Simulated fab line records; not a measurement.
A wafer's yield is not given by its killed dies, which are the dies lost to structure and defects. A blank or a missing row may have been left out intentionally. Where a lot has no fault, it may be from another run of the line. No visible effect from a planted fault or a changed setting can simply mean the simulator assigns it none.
fab line records	flow nand_harc
record lots=12	wafers=36	last_day=26
route steps=1159 shown A_CHANNEL_FILL_D1@513 A_STAIRCASE@531 END@1159
lots untouched by any fault: they come from a run of this same line in which no faults occurred
start_h: start of the lot's first displayed wafer, in hours after the record's first day	wait_h: how many hours have passed since the lot's step before this one	" repeats the value in the row above	L1.1+2: a row that stands for several wafers	- no value, or no start was given	* or withheld: withheld	< > ~ a bound
route shown NAME@n: NAME is a module with steps in the file, n the number in the route of the first one	usual: the fault-free wafers' mean and standard deviation	same: alike in all rows	chamber/n: place in a boat	sites: the reading at each site	_std_site: how widely they spread, as a standard deviation	_edge_site: mean of outer sites minus mean of inner sites	radius_mm: for every site, how far away it sits from the centre of the wafer	mask NAME#n: copy n	behind: tool/chamber where the wafer was last shaped	hold: why the lot was held/for how many hours/how that ended	device: whichever transistor did not switch (one of n, p or np)	end of line: tests of these same wafers at the route's end	a step given without rows: its recipe and nothing more	killed: count of dies lost to structure and defects at first sort (not the wafer's yield)	map: a wafer's dies, x killed, . not, _ none there
set.NAME: the run value of the setting; set.NAME@STEP: its run value at that earlier step	model.NAME: the simulator's own value behind a step, which no gauge read
the route's steps for a sample of lots (tables are steps, rows are wafers)
services: from which hour (start_h, from the record's first day; less than 0 if before it) a tool's chamber was out of use, for how many hours, and why
## steps
# step NHARC_A_CHANNEL_FILL_D1_CMP_10
# recipe target_thk_nm=150
# usual motor_current_A=11.9/1	time_to_endpoint_s=17.0/2.9
lot.wafer	tool	chamber	start_h	wait_h	motor_current_A	time_to_endpoint_s
L503.3	cmp-04	3	242.09	0.4	10.3	19.8
L503.1	"	2	"	"	13.0	16.7
L503.6	"	0	"	"	11.4	20.3
L505.3	cmp-01	0	254.54	0.4	12.1	13.2
L505.1	"	2	"	"	13.6	14.6
L505.5	"	0	"	"	13.2	16.0
L504.3	cmp-02	0	254.59	0.4	11.9	15.6
L504.6	"	2	"	"	11.0	14.2
L504.5	"	3	"	"	11.3	15.2
L509.3	cmp-02	3	274.41	0.4	11.0	16.1
L509.5	"	2	"	"	11.1	13.2
L509.6	"	3	"	"	10.6	18.1
L507.1	cmp-04	2	274.43	0.4	13.2	10.4
L507.4	"	3	"	"	9.9	19.5
L507.5	"	0	"	"	11.9	16.5
L510.1	cmp-02	1	286.28	0.4	12.4	21.4
L510.3	"	2	"	"	10.9	13.9
L510.5	"	1	"	"	12.8	20.7
L508.4	cmp-01	2	286.33	0.4	13.1	14.4
L508.6	"	3	"	"	10.7	16.8
L508.5	"	0	"	"	12.7	16.8
L511.1	cmp-01	1	296.58	0.4	11.1	22.3
L511.3	"	2	"	"	13.6	16.0
L511.6	"	3	"	"	10.8	14.5
L512.3	cmp-01	2	311.68	0.4	13.0	17.4
L512.4	"	0	"	"	12.2	19.0
L512.6	"	3	"	"	11.0	16.9
L522.1	cmp-01	3	351.98	0.4	11.0	14.8
L522.4	"	0	"	"	12.9	16.6
L522.2	"	1	"	"	11.8	17.4
L523.3	cmp-04	3	363.77	0.4	10.4	17.6
L523.5	"	0	"	"	11.7	19.9
L523.6	"	1	"	"	13.6	19.9
L524.1	cmp-02	0	385.86	0.4	11.4	18.6
L524.2	"	1	"	"	12.1	23.0
L524.6	"	3	"	"	11.1	16.6
# step NHARC_A_STAIRCASE_ETCH_169
# recipe target_depth_a=500	time_s=107.1	ion_energy_ev=120	ch3f_flow_sccm=50	o2_flow_sccm=30	ar_flow_sccm=200	rf_w=500	bias_w=100	chemistry=CH3F/O2
# usual drypump_motor_current_A=5.9/0.51	oes_product_au=0.952/0.019	rf_vpp_V=244.7/1.5	showerhead_plenum_p_Torr=2.48/0.094	throttle_valve_pct=20.663/0.0095
lot.wafer	tool	chamber	start_h	wait_h	drypump_motor_current_A	oes_product_au	rf_hours_counter_h	rf_vpp_V	showerhead_plenum_p_Torr	throttle_valve_pct
L503.3	rie_diel-11	0	243.73	0.1	5.8	0.983	17	243.5	2.50	20.650
L503.1	"	1	"	"	5.5	0.971	15	245.4	2.58	20.672
L503.6	"	2	"	"	5.5	0.964	-	242.4	2.29	20.670
L504.3	rie_diel-11	3	256.40	0.2	6.6	0.946	23	244.6	2.52	20.645
L504.5	"	2	"	"	5.5	0.960	-	244.0	2.29	20.671
L504.6	"	3	"	"	6.6	0.947	-	243.9	2.52	20.657
L505.1	rie_diel-07	1	256.45	0.1	4.7	0.981	6	243.3	2.39	20.671
L505.3	"	3	"	"	5.5	0.963	6	247.9	2.63	20.658
L505.5	"	1	"	"	4.7	0.978	-	243.9	2.40	20.659
L509.3	rie_diel-11	0	276.15	0.1	5.8	0.968	27	244.8	2.49	20.675
L509.6	"	2	"	"	5.5	0.989	-	242.6	2.29	20.652
L509.5	"	3	"	"	6.6	0.958	-	244.5	2.52	20.654
L507.1	rie_diel-11	3	276.38	0.2	6.6	0.940	29	244.1	2.52	20.659
L507.4	"	0	"	"	5.8	0.950	27	244.3	2.49	20.653
L507.5	"	3	"	"	6.6	0.938	-	244.4	2.52	20.663
L510.1	rie_diel-12	0	288.01	0.1	5.7	0.990	30	243.4	2.44	20.668
L510.3	"	1	"	"	5.9	0.966	29	245.2	2.53	20.667
L510.5	"	0	"	"	5.7	0.981	-	244.3	2.44	20.667
L508.4	rie_diel-12	0	288.18	0.1	5.7	0.952	30	243.6	2.44	20.653
L508.5	"	3	"	"	6.0	0.958	-	244.1	2.53	20.664
L508.6	"	0	"	"	5.7	0.940	-	243.5	2.44	20.682
L511.3	rie_diel-11	0	298.99	0.1	5.8	0.972	37	245.2	2.49	20.670
L511.1	"	3	"	"	6.6	0.966	37	244.1	2.52	20.665
L511.6	"	1	"	"	5.5	0.967	-	246.7	2.57	20.663
L512.4	rie_diel-11	2	313.85	0.1	5.5	0.936	43	241.3	2.28	20.675
L512.3	"	1	"	"	5.5	0.914	43	245.9	2.56	20.659
L512.6	"	3	"	"	6.6	0.927	-	245.4	2.52	20.660
L522.2	rie_diel-12	2	353.98	0.1	6.3	0.928	46	245.6	2.58	20.672
L522.1	"	3	"	"	6.0	0.939	47	245.9	2.52	20.663
L522.4	"	0	"	"	5.7	0.940	52	243.5	2.43	20.673
L523.3	rie_diel-07	2	365.47	0.1	6.0	0.933	43	245.7	2.56	20.666
L523.6	"	3	"	"	5.6	0.923	-	245.4	2.62	20.664
L523.5	"	0	"	"	6.7	0.930	-	242.9	2.36	20.643
L524.1	rie_diel-07	0	387.50	0.1	6.7	0.929	59	243.6	2.36	20.660
L524.2	"	1	"	"	4.8	0.948	60	243.5	2.37	20.656
L524.6	"	2	"	"	6.0	0.938	-	245.8	2.56	20.648
# step NHARC_A_STAIRCASE_TRIM_24
# recipe time_s=211.2	o2_flow_sccm=500	ar_flow_sccm=0	bias_w=0	chemistry=O2
# usual drypump_motor_current_A=5.9/0.43	oes_product_au=1.003/0.011	rf_vpp_V=57.8/0.93	run_length_s=232.1/0.43	showerhead_plenum_p_Torr=3.58/0.13	throttle_valve_pct=17.037/0.0094
lot.wafer	tool	chamber	start_h	wait_h	drypump_motor_current_A	oes_product_au	rf_hours_counter_h	rf_vpp_V	run_length_s	showerhead_plenum_p_Torr	throttle_valve_pct
L503.1	rie_diel-12	2	248.21	-	6.2	0.996	13	58.1	231.8	3.71	17.041
L503.3	"	3	"	"	6.0	1.007	16	57.1	232.0	3.63	17.029
L503.6	"	2	"	"	6.2	0.994	-	59.2	232.1	3.71	17.035
L504.3	rie_diel-07	2	260.00	-	6.0	1.018	7	59.1	232.1	3.69	17.031
L504.5	"	3	"	"	5.6	1.005	-	57.7	231.4	3.77	17.046
L504.6	"	0	"	"	6.7	1.010	-	57.3	231.4	3.42	17.045
L505.3	rie_diel-12	1	260.00	-	5.9	1.009	20	57.2	232.7	3.64	17.026
L505.1	"	2	"	"	6.2	1.004	17	58.6	232.1	3.71	17.031
L505.5	"	2	"	"	6.2	0.995	-	59.6	231.7	3.71	17.038
L509.3	rie_diel-11	3	279.92	-	6.6	1.006	30	58.3	232.5	3.62	17.032
L509.5	"	0	"	"	5.8	1.014	-	59.1	231.6	3.57	17.034
L509.6	"	1	"	"	5.5	0.997	-	58.0	232.1	3.68	17.047
L507.4	rie_diel-12	0	280.16	-	5.7	1.028	27	58.6	232.4	3.50	17.057
L507.1	"	3	"	"	6.0	1.014	25	58.9	232.0	3.62	17.039
L507.5	"	1	"	"	5.9	1.006	-	59.1	233.0	3.63	17.037
L510.3	rie_diel-11	3	291.99	-	6.6	1.003	35	58.3	232.2	3.61	17.033
L510.1	"	0	"	"	5.8	1.004	34	57.3	231.8	3.57	17.036
L510.5	"	2	"	"	5.5	1.005	-	57.7	154.5	3.29	17.053
L508.4	rie_diel-11	3	292.06	-	6.6	1.002	35	56.8	232.6	3.61	17.028
L508.6	"	3	"	"	6.6	1.009	-	59.0	154.6	3.61	17.040
L508.5	"	0	"	"	5.8	1.000	-	58.0	154.0	3.57	17.026
L511.1	rie_diel-11	2	302.40	-	5.5	1.008	38	56.6	232.3	3.29	17.040
L511.3	"	3	"	"	6.6	1.007	38	56.1	232.6	3.61	17.031
L511.6	"	0	"	"	5.8	0.997	-	55.9	154.3	3.57	17.040
L512.3	rie_diel-12	2	317.47	-	6.3	0.996	34	57.2	231.8	3.70	17.031
L512.4	"	3	"	"	6.0	1.008	36	58.2	232.1	3.62	17.027
L512.6	"	1	"	"	5.9	0.999	-	57.4	232.6	3.63	17.032
L522.4	rie_diel-07	1	357.29	-	4.7	1.006	44	56.2	232.0	3.42	17.039
L522.1	"	2	"	"	6.0	1.019	39	57.2	232.2	3.67	17.042
L522.2	"	3	"	"	5.5	0.996	39	58.1	232.2	3.75	17.051
L523.3	rie_diel-12	3	371.20	-	6.0	1.004	55	57.0	231.9	3.60	17.027
L523.6	"	2	"	"	6.3	0.981	-	57.8	232.1	3.69	17.023
L523.5	"	3	"	"	6.0	0.996	-	58.2	232.0	3.61	17.041
L524.2	rie_diel-11	1	391.83	-	5.5	0.979	10	58.7	232.1	3.66	17.018
L524.1	"	3	"	"	6.6	1.005	8	58.5	232.4	3.60	17.044
L524.6	"	2	"	"	5.5	1.007	-	57.9	232.4	3.80	17.045
# step NHARC_A_STAIRCASE_TRIM_26
# recipe time_s=211.2	o2_flow_sccm=500	ar_flow_sccm=0	bias_w=0	chemistry=O2
# usual drypump_motor_current_A=5.9/0.44	oes_product_au=1.003/0.01	rf_vpp_V=57.9/0.87	run_length_s=232.2/0.43	showerhead_plenum_p_Torr=3.58/0.13	throttle_valve_pct=17.037/0.0092
lot.wafer	tool	chamber	start_h	wait_h	drypump_motor_current_A	oes_product_au	rf_hours_counter_h	rf_vpp_V	run_length_s	showerhead_plenum_p_Torr	throttle_valve_pct
L503.1	rie_diel-12	3	-	-	6.0	0.997	16	58.3	231.9	3.63	17.040
L503.3	"	1	"	"	5.9	1.006	15	57.0	232.8	3.64	17.033
L503.6	"	3	"	"	6.0	1.003	-	56.8	232.6	3.63	17.050
L504.3	rie_diel-07	2	-	-	6.0	1.016	7	57.7	232.4	3.69	17.044
L504.5	"	1	"	"	4.7	1.007	-	56.5	231.7	3.44	17.036
L504.6	"	2	"	"	5.9	1.007	-	58.4	232.2	3.69	17.027
L505.3	rie_diel-12	2	-	-	6.2	1.000	18	59.0	231.7	3.71	17.040
L505.1	"	0	"	"	5.7	1.016	21	56.8	232.7	3.50	17.056
L505.5	"	0	"	"	5.7	1.018	-	55.3	232.7	3.50	17.018
L509.3	rie_diel-11	1	-	-	5.5	0.990	28	58.0	231.9	3.68	17.028
L509.5	"	0	"	"	5.8	1.013	-	58.0	231.5	3.57	17.038
L509.6	"	1	"	"	5.5	0.993	-	56.7	232.1	3.68	17.035
L507.1	rie_diel-12	3	-	-	6.0	1.013	25	57.9	232.0	3.62	17.039
L507.4	"	0	"	"	5.7	1.024	27	56.5	232.9	3.50	17.038
L507.5	"	2	"	"	6.2	1.003	-	57.6	232.0	3.71	17.041
L510.1	rie_diel-11	1	-	-	5.5	0.991	34	58.7	231.5	3.68	17.043
L510.3	"	0	"	"	5.8	1.002	35	57.6	231.8	3.57	17.031
L510.5	"	1	"	"	5.5	0.999	-	58.4	231.6	3.68	17.017
L508.4	rie_diel-11	2	-	-	5.5	1.005	35	57.3	232.1	3.29	17.025
L508.6	"	3	"	"	6.6	1.002	-	56.6	232.6	3.61	17.026
L508.5	"	0	"	"	5.8	0.997	-	58.7	232.1	3.57	17.032
L511.1	rie_diel-11	3	-	-	6.6	1.008	38	57.7	233.0	3.61	17.027
L511.3	"	1	"	"	5.6	0.994	37	57.7	231.4	3.68	17.032
L511.6	"	3	"	"	6.6	1.015	-	57.1	232.2	3.61	17.032
L512.3	rie_diel-12	3	-	-	6.0	1.004	36	57.2	232.1	3.62	17.023
L512.4	"	0	"	"	5.7	0.999	40	58.4	232.7	3.49	17.024
L512.6	"	2	"	"	6.2	0.984	-	59.6	232.1	3.70	17.044
L522.1	rie_diel-07	3	-	-	5.6	1.005	39	57.6	231.5	3.75	17.023
L522.4	"	0	"	"	6.7	0.997	45	57.8	231.8	3.40	17.053
L522.2	"	1	"	"	4.7	1.012	44	58.5	232.3	3.42	17.045
L523.3	rie_diel-12	1	-	-	5.9	1.009	58	57.6	232.5	3.61	17.051
L523.6	"	1	"	"	5.9	1.004	-	58.3	232.5	3.61	17.035
L523.5	"	2	"	"	6.2	0.979	-	57.9	231.8	3.69	17.022
L524.1	rie_diel-11	2	-	-	5.5	1.006	8	56.8	232.0	3.80	17.034
L524.2	"	0	"	"	5.8	1.008	10	58.3	232.0	3.55	17.042
L524.6	"	1	"	"	5.5	0.989	-	57.6	231.6	3.66	17.045
# step NHARC_END_SORT_01
# recipe temp_c=25
# usual killed_at_array=27/12	killed_at_other=0.9/1.1	killed_at_periphery=3.2/2.4	killed_dies=31/12	killed_open=3.3/1.7	killed_short=2.0/1.6
# same gross_dies=677
lot.wafer	tool	chamber	start_h	wait_h	killed_at_array	killed_at_other	killed_at_periphery	killed_dies	killed_open	killed_short
L508.4	prober-01	0	566.06	3.4	24	1	3	28	1	1
L508.5	prober-01	0	566.85	3.7	498	0	7	505	4	0
L508.6	prober-01	0	567.64	4.0	547	0	1	548	7	0
L511.1	prober-02	0	571.25	2.5	51	1	5	57	6	6
L511.3	prober-02	0	572.85	3.1	35	1	2	38	1	1
L511.6	prober-02	0	575.24	4.0	491	4	9	504	7	3
L510.1	prober-01	0	571.41	2.5	19	1	4	24	2	1
L510.3	prober-01	0	572.98	3.1	22	1	6	29	6	1
L510.5	prober-01	0	574.55	3.6	553	2	3	558	2	5
# killed by level:class
L508.4 A_SLIT:chamber_film_flake=13 A_CHANNEL_HOLE_D1:chamber_film_flake=4 P_M1:chamber_film_flake=2 A_CONTACT:chamber_film_flake=2 A_CONTACT:geometric_particle:open=1 A_CONTACT:geometric_particle:short=1 P_CONTACT:chamber_film_flake=1 A_STAIRCASE:chamber_film_flake=1
L508.5 A_STAIRCASE:area_trim=468 A_SLIT:chamber_film_flake=15 A_CONTACT:chamber_film_flake=6 P_M1:chamber_film_flake=4 P_M1:geometric_particle:open=2 A_STAIRCASE:chamber_film_flake=2 A_WL_FILL:chamber_film_flake=2 A_BONDPAD:chamber_film_flake=2
L508.6 A_STAIRCASE:area_trim=510 A_SLIT:chamber_film_flake=14 A_CONTACT:geometric_particle:open=5 A_CHANNEL_HOLE_D1:chamber_film_flake=4 A_STAIRCASE:chamber_film_flake=4 A_CONTACT:chamber_film_flake=4 A_ZERO_WELL:chamber_film_flake=2 A_ONON_D1:geometric_particle:open=1
L511.1 A_CHANNEL_HOLE_D1:chamber_film_flake=18 A_SLIT:chamber_film_flake=16 P_ZERO_WELL:chamber_film_flake=3 A_WL_FILL:chamber_film_flake=3 P_CONTACT:geometric_particle:open=2 A_ONON_D1:geometric_particle:short=2 A_WL_FILL:geometric_particle:short=2 A_STAIRCASE:chamber_film_flake=2
L510.1 A_CHANNEL_HOLE_D1:chamber_film_flake=12 P_STI:chamber_film_flake=2 A_STAIRCASE:chamber_film_flake=2 P_M0:geometric_particle:open=1 A_SLIT:geometric_particle:open=1 A_CONTACT:geometric_particle:short=1 P_ZERO_WELL:chamber_film_flake=1 A_ZERO_WELL:chamber_film_flake=1
L511.3 A_CHANNEL_HOLE_D1:chamber_film_flake=19 A_SLIT:chamber_film_flake=10 A_CONTACT:chamber_film_flake=5 P_GATE:geometric_particle:open=1 A_CHANNEL_FILL_D1:geometric_particle:short=1 P_ZERO_WELL:chamber_film_flake=1 HYBRID_BOND:chamber_film_flake=1
L510.3 A_CHANNEL_HOLE_D1:chamber_film_flake=16 P_CONTACT:geometric_particle:open=2 P_M0:geometric_particle:open=2 P_STI:chamber_film_flake=2 A_ZERO_WELL:chamber_film_flake=2 A_CONTACT:chamber_film_flake=2 A_CHANNEL_FILL_D1:geometric_particle:short=1 A_M1:geometric_particle:open=1
L510.5 A_STAIRCASE:area_trim=530 A_CHANNEL_HOLE_D1:chamber_film_flake=16 A_CONTACT:chamber_film_flake=2 THIN_TSV:chamber_film_flake=2 P_CONTACT:geometric_particle:open=1 P_M0:geometric_particle:short=1 A_SOURCE_PLATE:geometric_particle:short=1 A_ONON_D1:geometric_particle:short=1
L511.6 A_STAIRCASE:area_trim=450 A_CHANNEL_HOLE_D1:chamber_film_flake=14 A_SLIT:chamber_film_flake=12 P_ZERO_WELL:chamber_film_flake=8 A_CONTACT:chamber_film_flake=4 THIN_TSV:chamber_film_flake=4 A_SGD_CUT:geometric_particle:open=2 A_WL_FILL:geometric_particle:open=2
## services
tool	chamber	start_h	hours	kind
rie_diel-11	0	223.04	-	clean
rie_diel-11	1	223.04	-	clean
rie_diel-11	2	223.04	-	clean
rie_diel-11	3	223.04	-	clean
cmp-02	-	226.50	4.0	pm
rie_diel-07	-	228.26	9.0	pm
cmp-01	-	240.66	1.2	repair
rie_diel-11	0	247.59	-	clean
rie_diel-12	3	258.47	5.0	repair
cmp-02	-	264.09	1.1	repair
cmp-01	-	277.50	4.0	pm
cmp-02	-	282.69	0.2	repair
cmp-04	-	286.32	0.5	repair
cmp-04	-	301.07	4.0	pm
cmp-04	-	315.63	2.6	repair
cmp-02	-	324.50	4.0	pm
cmp-04	-	352.14	5.0	repair
rie_diel-11	0	353.65	4.1	repair
cmp-01	-	360.53	1.0	repair
rie_diel-11	-	366.67	9.0	pm
rie_diel-07	3	371.03	30.2	repair
cmp-01	-	375.50	4.0	pm
rie_diel-12	-	379.45	9.0	pm
cmp-04	-	389.61	1.4	repair
## key
first_sign step=NHARC_A_STAIRCASE_TRIM_24	reading=run_length_s	direction=down	sigmas=99+	usual=*	struck=*
effect step=NHARC_END_SORT_01	reading=killed_dies	direction=up	sigmas=43	usual=31	struck=529
more_kills_born_at NHARC_A_STAIRCASE_TRIM_24@rie_diel-11=1958
met_at NHARC_A_STAIRCASE_TRIM_24
struck_lots L508,L510,L511
struck_wafers L508.5,L508.6,L510.5,L511.6
later_rows_left_out L508.5,L508.6,L510.5,L511.6
tester_left_out L508,L510,L511
not_acting_at NHARC_A_CHANNEL_FILL_D1_CMP_10,NHARC_A_STAIRCASE_ETCH_169,NHARC_A_STAIRCASE_TRIM_26
fault kind=process_parameter_drift	tool=rie_diel-11	chamber=-	onset_h=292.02	steps=NHARC_A_STAIRCASE_TRIM_24	channel=time_s	offset=*	shape=step	end_h=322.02	scope=struck_wafers_only	acts_in=*	stated=*
# tester_left_out: of these lots the tester's yield and bins aren't shown, on N5 and GAA mostly nor the transistor test; their killed dies are dies lost to structure and defects alone, not to doping, threshold or leakage, so they don't give the yield
# later_rows_left_out: the simulator's readings of these wafers behind a module that went badly wrong aren't trusted and aren't shown, but for the sort
